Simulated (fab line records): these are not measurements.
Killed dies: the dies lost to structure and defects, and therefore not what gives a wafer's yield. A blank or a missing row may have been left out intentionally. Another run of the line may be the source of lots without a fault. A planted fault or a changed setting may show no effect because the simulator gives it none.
Which tool is to blame? | flow n5 finfet | at 1 step of a route of 1938, 12 lots with 36 wafers sampled

== WHAT THE GAUGES SHOWED, per wafer ==
N5_SD_EPI_N_INSPECT_11: inspects for defects (macro).
lot  | measured    | on                | raw defect count
L075 | day 3 08:39 | defect inspect-01 | 1 3 3
L077 | day 3 19:16 | defect inspect-01 | 7 3 0
L079 | day 4 07:11 | defect inspect-02 | 2 3 1
L081 | day 4 18:11 | defect inspect-02 | 2 0 1
L083 | day 5 08:05 | defect inspect-02 | 4 2 6
L085 | day 5 21:54 | defect inspect-02 | 2 2 1
L087 | day 6 05:31 | defect inspect-02 | 2 2 2
L089 | day 6 19:02 | defect inspect-02 | 4 0 1
L091 | day 7 09:45 | defect inspect-01 | 2 0 1
L093 | day 7 18:26 | defect inspect-02 | 3 5 0
L095 | day 8 07:58 | defect inspect-01 | 2 2 2
L097 | day 8 17:33 | defect inspect-01 | 1 3 0

== EACH LOT AND THE TOOL THAT RAN IT (in order: tool; ch and the chambers of the sampled wafers; start) ==
The record shows no process step preceding these readings.

== THE ANSWER, worked out from the rows above alone ==
Rule: the usual values come from the lots themselves. The widest of any qualifying gaps counts: lots, ordered by their means at a reading, are off when they make up no more than a third of the lots, leave a main group of 4 or more, and stand apart from it by 3 or more times the standard deviation of that group's means. The tables above print the reading to a certain number of digits; a main group whose means all agree to those digits is not used. Also off: a lot with no number at a reading for which 4 or more lots have one. Any other lot the step has rows for is counted as sound.
No lot is off on any of the readings shown, so nothing can be concluded from this.

== WHAT THE SIMULATOR HAD PUT IN ==
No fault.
